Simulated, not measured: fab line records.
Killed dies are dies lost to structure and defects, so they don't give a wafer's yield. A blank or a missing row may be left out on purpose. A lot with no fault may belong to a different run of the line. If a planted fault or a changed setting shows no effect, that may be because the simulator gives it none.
Matching of chambers / flow nand_harc / NHARC_A_STAIRCASE_DEP_259 on pecvd-02 has 3 sister chambers
The step deposits SiON, target thk 30 nm. 6 wafers are shown with their chamber, then 10 later ones without.

EACH WAFER AND ITS CHAMBER
wafer=L081.5; chamber=1; heater_power_w (W)=758; susceptor_temp_C (C)=400.10
wafer=L085.4; chamber=0; heater_power_w (W)=692; susceptor_temp_C (C)=400.13
wafer=L085.5; chamber=2; heater_power_w (W)=684; susceptor_temp_C (C)=399.77
wafer=L085.6; chamber=1; heater_power_w (W)=855; susceptor_temp_C (C)=400.12
wafer=L084.2; chamber=2; heater_power_w (W)=713; susceptor_temp_C (C)=400.27
wafer=L084.5; chamber=0; heater_power_w (W)=769; susceptor_temp_C (C)=400.05

WAFERS WITH NO CHAMBER GIVEN
wafer=L084.6; heater_power_w (W)=696; susceptor_temp_C (C)=399.97
wafer=L087.1; heater_power_w (W)=766; susceptor_temp_C (C)=400.00
wafer=L087.2; heater_power_w (W)=634; susceptor_temp_C (C)=400.47
wafer=L087.6; heater_power_w (W)=639; susceptor_temp_C (C)=399.90
wafer=L091.3; heater_power_w (W)=823; susceptor_temp_C (C)=400.01
wafer=L091.5; heater_power_w (W)=847; susceptor_temp_C (C)=399.96
wafer=L091.6; heater_power_w (W)=846; susceptor_temp_C (C)=399.51
wafer=L092.1; heater_power_w (W)=767; susceptor_temp_C (C)=399.72
wafer=L092.2; heater_power_w (W)=599; susceptor_temp_C (C)=399.84
wafer=L092.4; heater_power_w (W)=884; susceptor_temp_C (C)=400.01

EACH ONE'S CHAMBER
wafer=L084.6; from the rows above=can't be placed: 2 or 0 or 1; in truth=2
wafer=L087.1; from the rows above=can't be placed: 0 or 1 or 2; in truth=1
wafer=L087.2; from the rows above=can't be placed: 2 or 0 or 1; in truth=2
wafer=L087.6; from the rows above=can't be placed: 2 or 0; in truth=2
wafer=L091.3; from the rows above=can't be placed: 1 or 0 or 2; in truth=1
wafer=L091.5; from the rows above=can't be placed: 1 or 0 or 2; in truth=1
wafer=L091.6; from the rows above=can't be placed: 1 or 0 or 2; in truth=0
wafer=L092.1; from the rows above=can't be placed: 0 or 2 or 1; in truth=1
wafer=L092.2; from the rows above=can't be placed: 2 or 0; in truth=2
wafer=L092.4; from the rows above=can't be placed: 1 or 0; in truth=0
Placed correctly: 0 of 10. These rows do not allow placing 10 (true chamber among the candidates in 10). Placed wrongly: 0.
How it was worked out, from the rows above alone: a wafer's distance from a chamber is the root of the sum, over the readings, of the square of ((its reading less the chamber's mean) divided by the reading's scatter). If the next closest chamber is less than 2 further off than the closest, the wafer can't be placed; otherwise it belongs to the closest. A chamber's mean is the mean of its shown wafers. The scatter is the square root of a quotient: the sum, over the shown wafers, of each reading's squared deviation from its chamber's mean, divided by wafers minus chambers.
